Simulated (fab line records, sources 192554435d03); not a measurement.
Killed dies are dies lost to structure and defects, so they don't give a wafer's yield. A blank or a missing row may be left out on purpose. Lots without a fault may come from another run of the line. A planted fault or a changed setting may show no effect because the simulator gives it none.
A struck lot beside a sound one | flow n5_finfet | 39 steps out of a route of 1938
Sound: wafers L539.1, L539.2, L539.5. Struck: wafer L552.6. (L552.1, L552.4 of the same lot were not struck and are left out.) The cause comes at the end.
At each step with rows: each side's tool, then ch and its chambers, then its first start. Under that, the readings that differ: sound wafers | struck wafers | difference of the means | sigmas: that difference in standard deviations of wafers without a fault.
alike: readings whose means differ by less than 2 such deviations, and words and numbers that are the same on both sides. not compared: withheld readings, readings that some wafer has no value for, bounds like >300 that may hide the same value, and numbers for which the record gives no deviation and whose values overlap.
The two part at a step that has a row with sigmas, a row that says differs or no value, or rows on one side only. Numbers that don't overlap but have no deviation are shown without sigmas and don't part them. A reading that every wafer of one side lacks parts them only if that side has two wafers or more.

first, 9 steps without rows for these wafers: N5_HKMG_FIN_PEB_10 (peb time 60 s); N5_HKMG_FIN_DEVELOP_11 (develop time 30 s); N5_HKMG_FIN_DESCUM_17 (chemistry O2, time 7.9 s); N5_HKMG_FIN_ETCH_31 (etches SiARC in CF4, target depth 45.5 nm, time 75.8 s); N5_HKMG_FIN_ETCH_32 (etches SOC in N2/H2, target depth 240 nm, time 300 s); N5_HKMG_FIN_STRIP_33 (strips in N2/H2); N5_HKMG_FIN_STRIP_34 (strips in CF4); N5_HKMG_FIN_ETCH_35 (etches SOC in N2/H2, target depth 215.8 nm, time 243.4 s); N5_HKMG_FIN_STRIP_92 (strips SOC in N2/H2, time 20 s).
N5_HKMG_FIN_WET_ETCH_18: etches TiN in SC1, time 55 s, target depth 5.2 nm, rinse time 30 s.
  sound on wet_bench-05 ch 3,4,6, day 4 12:07; struck on wet_bench-05 ch 2, day 7 22:06
  reading         | sound          | struck | difference | sigmas
  diw_flow_mL_min | 1069 1072 1078 | 1066   | -7         | -2
  not compared: bath_guard_temp_C, temp_c
then, 27 steps without rows for these wafers: N5_HKMG_FIN_STRIP_19 (strips in N2/H2, time 360 s); N5_HKMG_FIN_ALD_91 (deposits TiN, target thk 1 nm, pulse time 1 s, purge time 3 s); N5_HKMG_FIN_COAT_85 (time 60 s, resist thk 300 nm); N5_HKMG_FIN_ETCH_86 (etches SOC in N2/H2, stops on TiN, target depth 393.2 nm); N5_HKMG_FIN_STRIP_89 (strips SOC in N2/H2, time 20 s); N5_HKMG_FIN_WET_ETCH_87 (etches TiN in SC1, time 154.2 s, target depth 4.7 nm, rinse time 30 s); N5_HKMG_FIN_STRIP_88 (strips in N2/H2, time 360 s); N5_HKMG_FIN_NWFM_ALD_20 (deposits TiAlC, target thk 2 nm, pulse time 3 s, purge time 2 s); N5_HKMG_FIN_ALD_71 (deposits TiN, target thk 1 nm, pulse time 1 s, purge time 3 s); N5_HKMG_FIN_COAT_66 (time 60 s, resist thk 300 nm); N5_HKMG_FIN_ETCH_67 (etches SOC in N2/H2, stops on TiN, target depth 388.9 nm); N5_HKMG_FIN_STRIP_90 (strips SOC in N2/H2, time 20 s); N5_HKMG_FIN_WET_ETCH_73 (etches the open film in SC1, time 42.3 s, target depth 1.3 nm, rinse time 30 s); N5_HKMG_FIN_ETCHBACK_68 (etches the open film in Cl2/Ar, stops on HfO2, target depth 0.5 nm); N5_HKMG_FIN_STRIP_69 (strips in N2/H2, time 360 s); N5_HKMG_FIN_ALD_21 (deposits TiN, target thk 1.5 nm, pulse time 1 s, purge time 3 s); N5_HKMG_FIN_ALD_72 (deposits W, target thk 2 nm, pulse time 1 s, purge time 2 s); N5_HKMG_FIN_W_FILL_22 (material W, target thk 60 nm, time 18.2 s); N5_HKMG_FIN_PRECLEAN_83 (cleans in DIW, time 57.5 s); N5_HKMG_FIN_SRD_84 (dry time 32 s); N5_HKMG_FIN_CMP_23 (polishes, stops on SiNx, t overpolish 10 s, target thk 46.326 nm); N5_HKMG_FIN_CMP_94 (polishes, stops on SiNx, t overpolish 4.7 s, target thk 43.299 nm); N5_GATE_CUT_ETCHBACK_00 (etches W in SF6/Cl2); N5_GATE_CUT_ETCH_56 (etches TiN in Cl2/Ar, target depth 21.6 nm); N5_GATE_CUT_ETCHBACK_30 (etches TiN in Cl2/Ar, target depth 3 nm); N5_GATE_CUT_VAPOR_ETCH_60 (etches HfO2 in BCl3/Cl2); N5_GATE_CUT_ETCH_58 (etches SiNx in CH3F/O2, target depth 17 nm, time 128.6 s).
-- the record jumps here: 4 days lie between the struck wafers' starts before and after (it left off in module GATE_CUT and takes up again in module BEOL_M4, whose first step shown is number 1111 of the route) --
N5_BEOL_M4_RC_MEAS_101:
  sound on prober-02 ch 0, day 8 15:35; struck on prober-01 ch 0, day 11 15:22
  reading             | sound                      | struck   | difference | sigmas
  IOFF_N_LONG (nA/um) | 5.67e-05 5.69e-05 5.85e-05 | 4.67e-05 | -1.07e-05  | -4
  ION_N (uA/um)       | 664 680 680                | 636      | -39        | -2
  VT_N (mV)           | 255 250 248                | 260      | +9         | +2
  VT_N_LONG (mV)      | 276.6 277.4 273.6          | 280.7    | +4.8       | +3
  alike: DIBL_N, DIBL_P, IOFF_N, IOFF_P, ION_P, SS_N, SS_P, VT_P
-- the record jumps here: 5 days lie between the struck wafers' starts before and after (it left off in module BEOL_M4 and takes up again in module PASSIVATION, whose first step shown is number 1936 of the route) --
N5_PASSIVATION_PROBE_49:
  the record has rows for the struck wafers here (prober-02, day 16 07:58) and none for the sound ones

WHERE THEY PART
First at N5_HKMG_FIN_WET_ETCH_18; last, within this record, at N5_PASSIVATION_PROBE_49.

WHY: what the simulator had put in
Process parameter drift: wet_bench-05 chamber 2, from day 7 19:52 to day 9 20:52, at N5_HKMG_FIN_WET_ETCH_18. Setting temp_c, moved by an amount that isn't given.
